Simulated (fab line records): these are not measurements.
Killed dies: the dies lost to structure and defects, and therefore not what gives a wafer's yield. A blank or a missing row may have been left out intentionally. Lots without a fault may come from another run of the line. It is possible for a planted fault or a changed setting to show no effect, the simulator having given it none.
Split-lot experiment | flow n5_finfet | route with 1938 steps; 7 lots, 21 wafers read

== SPLIT DETAILS ==
At N5_DUMMY_GATE_COAT_28 (time 60 s, resist thk 10 nm), the setting spin_rpm was moved away from the recipe's 1500 rpm on 6 of the 21 wafers read, by -10.3% to +6.9%. For the rest of the wafers, this setting stayed at what the recipe calls for.

Reading taken at the split's own step.

== THE READING ==
underlayer_of_DUMMY_GATE_COAT_28.thk_nm (the simulator's own value, which no gauge read), in nm, at N5_DUMMY_GATE_COAT_28 (time 60 s, resist thk 10 nm). The file does not state a usual value for it.

wafer  | tool, chamber at the split | spin_rpm as run, rpm | against the recipe | underlayer_of_DUMMY_GATE_COAT_28.thk_nm, nm | against lot-mates on the recipe
L075.1 | litho_track-04, 0          | 1500                 | recipe             | 10                                          | -
L075.6 | litho_track-04, 0          | 1500                 | recipe             | 10                                          | -
L075.5 | litho_track-04, 0          | 1601                 | +6.7%              | 9.6                                         | -0.4
L077.2 | litho_track-05, 0          | 1500                 | recipe             | 10                                          | -
L077.5 | litho_track-05, 0          | 1500                 | recipe             | 10                                          | -
L077.4 | litho_track-05, 0          | 1432                 | -4.5%              | 10.2                                        | +0.2
L081.2 | litho_track-01, 0          | 1500                 | recipe             | 10                                          | -
L081.4 | litho_track-01, 0          | 1500                 | recipe             | 10                                          | -
L081.6 | litho_track-01, 0          | 1500                 | recipe             | 10                                          | -
L090.4 | litho_track-04, 0          | 1604                 | +6.9%              | 9.6                                         | -0.4
L090.5 | litho_track-04, 0          | 1604                 | +6.9%              | 9.6                                         | -0.4
L090.6 | litho_track-04, 0          | 1500                 | recipe             | 10                                          | -
L091.3 | litho_track-01, 0          | 1500                 | recipe             | 10                                          | -
L091.5 | litho_track-01, 0          | 1500                 | recipe             | 10                                          | -
L091.6 | litho_track-01, 0          | 1500                 | recipe             | 10                                          | -
L092.1 | litho_track-05, 0          | 1500                 | recipe             | 10                                          | -
L092.3 | litho_track-05, 0          | 1500                 | recipe             | 10                                          | -
L092.4 | litho_track-05, 0          | 1346                 | -10.3%             | 10.6                                        | +0.6
L093.1 | litho_track-01, 0          | 1386                 | -7.6%              | 10.4                                        | +0.4
L093.3 | litho_track-01, 0          | 1500                 | recipe             | 10                                          | -
L093.6 | litho_track-01, 0          | 1500                 | recipe             | 10                                          | -

THE FIT
A straight line over all 21 wafers: underlayer_of_DUMMY_GATE_COAT_28.thk_nm changes by -0.0564 nm for each +1% of spin_rpm; r = -1.00; the points scatter about the line by 0.015 nm.
The same after taking each lot's own level away (the mean of its wafers on the recipe; 21 wafers): -0.0564 nm for each +1%; r = -1.00; scatter 0.015 nm.
According to that fit, moving spin_rpm by its largest amount changes the reading by 0.58 nm.
The lots' own levels span 10.00 to 10.00 nm.
Consequently the slope shifts little with the lot-to-lot level, the two slopes agreeing.
Check: +0.56 nm against its lot-mates is what the line predicts for one of the wafers moved furthest among these (-10.3%) when that wafer is left out of the fit. It came out at +0.6 nm against them.

== THE OTHER SPLITS THESE WAFERS WENT THROUGH ==
These wafers also went through other splits before the reading. Each is held against what the fit with the lots' levels taken away leaves over:
other split on the same wafers        | wafers away from the commonest value | r with underlayer_of_DUMMY_GATE_COAT_28.thk_nm (lot level and that fit taken away)
N5_ZERO_LAYER_PECVD_02 time_s         | 8                                    | -0.05
N5_ZERO_LAYER_EXPOSE_08 dose_mj       | 7                                    | -0.35
N5_WELL_APT_EXPOSE_05 dose_mj         | 10                                   | -0.10
N5_WELL_APT_PEB_06 peb_time_s         | 7                                    | +0.28
N5_FIN_SAQP_SPACER1_ALD_24 ald_cycles | 9                                    | +0.43
N5_FIN_CUT_ETCH_21 time_s             | 10                                   | -0.21

== THE FILE'S OWN FIT ==
underlayer_of_DUMMY_GATE_COAT_28.thk_nm changes by -0.0562 nm for each +1% of spin_rpm, r = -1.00.
